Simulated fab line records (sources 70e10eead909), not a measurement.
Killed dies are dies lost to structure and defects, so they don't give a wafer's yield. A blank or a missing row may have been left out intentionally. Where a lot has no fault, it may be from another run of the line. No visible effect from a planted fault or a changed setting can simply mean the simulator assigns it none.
The tool behind it: which one? ; flow nand-harc ; Sampling: 13 lots, 39 wafers, 2 of 1159 route steps

== WHAT THE GAUGES SHOWED, per wafer ==
NHARC_P_CONTACT_OVL_MEAS_13.
lot;measured;on;overlay-x-nm (nm);overlay-y-nm (nm)
L499;day 5 17:04;overlay-02;1.1 1.2 1.7;-0.3 0.1 0.2
L501;day 6 05:27;overlay-02;-0.8 -1.5 -1.4;0.2 -0.1 0.1
L503;day 6 13:55;overlay-02;0.5 0.2 0.4;-0.2 0.4 0.0
L505;day 7 02:07;overlay-01;-0.4 -0.2 -1.1;-0.1 -0.2 0.0
L506;day 7 03:30;overlay-02;0.7 1.1 0.6;-0.6 -0.4 -0.5
L508;day 7 16:47;overlay-01;-0.2 -1.0 -0.3;1.4 1.1 1.3
L509;day 7 17:15;overlay-02;0.9 1.0 0.8;1.6 0.9 0.4
L507;day 7 19:41;overlay-02;-0.3 -0.5 -0.3;1.3 1.6 1.5
L510;day 8 21:22;overlay-02;-0.4 -0.5 -0.3;0.8 1.1 0.5
L512;day 8 22:09;overlay-01;0.3 -0.2 0.4;-0.1 -0.3 0.1
L511;day 8 22:52;overlay-02;-0.2 0.4 0.4;-1.3 -1.4 -1.3
L521;day 11 03:26;overlay-01;0.9 0.6 1.1;-1.1 -0.7 -0.9
L522;day 11 07:53;overlay-01;-0.4 -0.7 -0.6;-0.1 -1.1 -0.4

== EACH LOT AND THE TOOL THAT RAN IT (in order: tool; ch and the chambers of the sampled wafers; start) ==
lot;NHARC_P_CONTACT_CMP_01
L499;cmp-03 ch 1,3, day 5 16:17
L501;cmp-04 ch 0,1,3, day 6 04:30
L503;cmp-04 ch 0,1, day 6 12:59
L505;cmp-03 ch 0,1,2, day 7 01:17
L506;cmp-03 ch 0,1,2, day 7 02:35
L508;cmp-04 ch 0,1,2, day 7 16:01
L509;cmp-03 ch 1,2,3, day 7 16:19
L507;cmp-02 ch 0,2,3, day 7 18:46
L510;cmp-04 ch 0,1,3, day 8 20:38
L512;cmp-02 ch 0,2,3, day 8 21:16
L511;cmp-03 ch 1,3, day 8 21:57
L521;cmp-04 ch 0,3, day 11 02:40
L522;cmp-03 ch 0,1,2, day 11 06:58
- NHARC_P_CONTACT_CMP_01: polishes SiO2, target thk 200 nm.

== WHAT THE TOOLS THEMSELVES READ (means of the sampled wafers that have a number; where no wafer has one, the mark that the record gives instead) ==
NHARC_P_CONTACT_CMP_01.
lot;tool;edge-zone-pressure-frac;motor-current-A (A)
L499;cmp-03;0.996;12.0
L501;cmp-04;1.000;11.5
L503;cmp-04;1.000;11.3
L505;cmp-03;1.001;13.6
L506;cmp-03;0.999;13.5
L508;cmp-04;1.002;11.3
L509;cmp-03;0.998;13.1
L507;cmp-02;0.999;12.1
L510;cmp-04;1.000;11.6
L512;cmp-02;1.004;12.1
L511;cmp-03;1.004;13.7
L521;cmp-04;0.999;11.3
L522;cmp-03;1.009;13.4

== THE ANSWER, worked out from the rows above alone ==
Rule: what is usual is taken from the lots themselves. The widest of any qualifying gaps counts: lots, ordered by their means at a reading, are off when they make up no more than a third of the lots, leave a main group of 4 or more, and stand apart from it by 3 or more times the standard deviation of that group's means. A main group is skipped when, at the precision printed for the reading in the tables above, its means are all equal. Also off: a lot with no number at a reading for which 4 or more lots have one. Any other lot the step has rows for is counted as sound. The gauges are gone through in route order, then the tools' own readings, and for those a lot's mean is taken as printed above. At the first step where some lot is off, the reading lying furthest off is the one used; lots without a number count as furthest.
Across all readings shown, no lot is off: no conclusion can be drawn from this.

== WHAT WAS PUT IN BY THE SIMULATOR ==
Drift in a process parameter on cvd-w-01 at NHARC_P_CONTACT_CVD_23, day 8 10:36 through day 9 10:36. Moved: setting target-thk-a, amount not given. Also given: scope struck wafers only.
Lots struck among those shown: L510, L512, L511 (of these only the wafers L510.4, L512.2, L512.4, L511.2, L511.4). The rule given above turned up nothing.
